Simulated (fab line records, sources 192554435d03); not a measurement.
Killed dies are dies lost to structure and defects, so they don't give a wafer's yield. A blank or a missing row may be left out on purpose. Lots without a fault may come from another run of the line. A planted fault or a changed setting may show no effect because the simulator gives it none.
Which tool did it? | flow n5_finfet | 14 lots, 42 wafers sampled, at 2 steps of a route of 1938

WHAT THE GAUGES READ, wafer by wafer
N5_BEOL_M8_INSPECT_13: inspects for defects (brightfield).
lot  | measured     | on                | raw_defect_count
L827 | day 9 07:22  | defect_inspect-01 | 339 356 367
L828 | day 9 07:46  | defect_inspect-02 | 442 341 519
L830 | day 9 10:05  | defect_inspect-01 | 412 480 348
L829 | day 9 18:47  | defect_inspect-02 | 507 555 411
L834 | day 10 21:22 | defect_inspect-01 | 329 355 345
L836 | day 11 03:10 | defect_inspect-02 | 329 291 470
L837 | day 11 11:58 | defect_inspect-02 | 327 347 392
L838 | day 11 23:55 | defect_inspect-02 | 356 259 370
L844 | day 13 06:16 | defect_inspect-02 | 433 474 471
L845 | day 13 18:02 | defect_inspect-02 | 393 345 540
L846 | day 14 01:13 | defect_inspect-01 | 603 482 338
L847 | day 14 07:08 | defect_inspect-02 | 359 380 269
L848 | day 14 09:29 | defect_inspect-01 | 314 421 327
L850 | day 15 00:52 | defect_inspect-02 | 435 455 355

WHICH TOOL RAN EACH LOT (tool, then ch and the chambers of the sampled wafers, then the start)
lot  | N5_BEOL_M8_CURE_74
L827 | uv_cure-01 ch 0, day 9 06:25
L828 | uv_cure-02 ch 0, day 9 06:46
L830 | uv_cure-02 ch 2, day 9 08:08
L829 | uv_cure-03 ch 0, day 9 14:29
L834 | uv_cure-03 ch 2, day 10 19:10
L836 | uv_cure-03 ch 0, day 11 00:32
L837 | uv_cure-01 ch 2, day 11 09:43
L838 | uv_cure-01 ch 1, day 11 21:55
L844 | uv_cure-02 ch 1, day 13 04:58
L845 | uv_cure-03 ch 0, day 13 16:16
L846 | uv_cure-02 ch 0, day 13 23:15
L847 | uv_cure-03 ch 1, day 14 05:21
L848 | uv_cure-01 ch 2, day 14 08:05
L850 | uv_cure-02 ch 1, day 14 22:59
- N5_BEOL_M8_CURE_74: cures SiCOH lowk, time 240 s.

WHAT THE TOOLS THEMSELVES READ (means of the sampled wafers that have a number; where no wafer has one, the mark that the record gives instead)
N5_BEOL_M8_CURE_74.
lot  | tool       | lamp_power_pct (%) | wafer_temp_C_max
L827 | uv_cure-01 | 52.33              | 386.7
L828 | uv_cure-02 | 52.29              | 386.5
L830 | uv_cure-02 | 52.30              | 387.0
L829 | uv_cure-03 | 52.29              | 387.0
L834 | uv_cure-03 | 52.33              | 386.3
L836 | uv_cure-03 | 52.23              | 386.6
L837 | uv_cure-01 | 52.30              | 386.7
L838 | uv_cure-01 | 52.34              | 387.0
L844 | uv_cure-02 | 52.35              | 387.3
L845 | uv_cure-03 | 52.33              | 386.9
L846 | uv_cure-02 | 52.33              | 386.7
L847 | uv_cure-03 | 52.35              | 385.9
L848 | uv_cure-01 | 52.27              | 386.9
L850 | uv_cure-02 | 52.33              | 387.3

THE ANSWER, worked out from the rows above alone
Rule: what is usual is taken from the lots themselves. Put in order of their means at a reading, lots are off if they are a third of the lots or fewer, leave a main group of 4 or more, and stand apart from it by a gap of 3 or more times the standard deviation of the main group's means; of several such gaps the widest counts. A main group whose means are all the same, to the digits that the tables above print for the reading, isn't used. A lot without any number at a reading at which 4 lots or more have one is off too. The other lots that the step has rows for count as sound. The gauges are gone through in route order, then the tools' own readings, and for those a lot's mean is taken as printed above. The first step at which some lot is off is used, and at that step the reading that is off furthest; a lot without a number counts as furthest.
No lot is off at any reading shown: from this, nothing can be told.

WHAT THE SIMULATOR HAD PUT IN
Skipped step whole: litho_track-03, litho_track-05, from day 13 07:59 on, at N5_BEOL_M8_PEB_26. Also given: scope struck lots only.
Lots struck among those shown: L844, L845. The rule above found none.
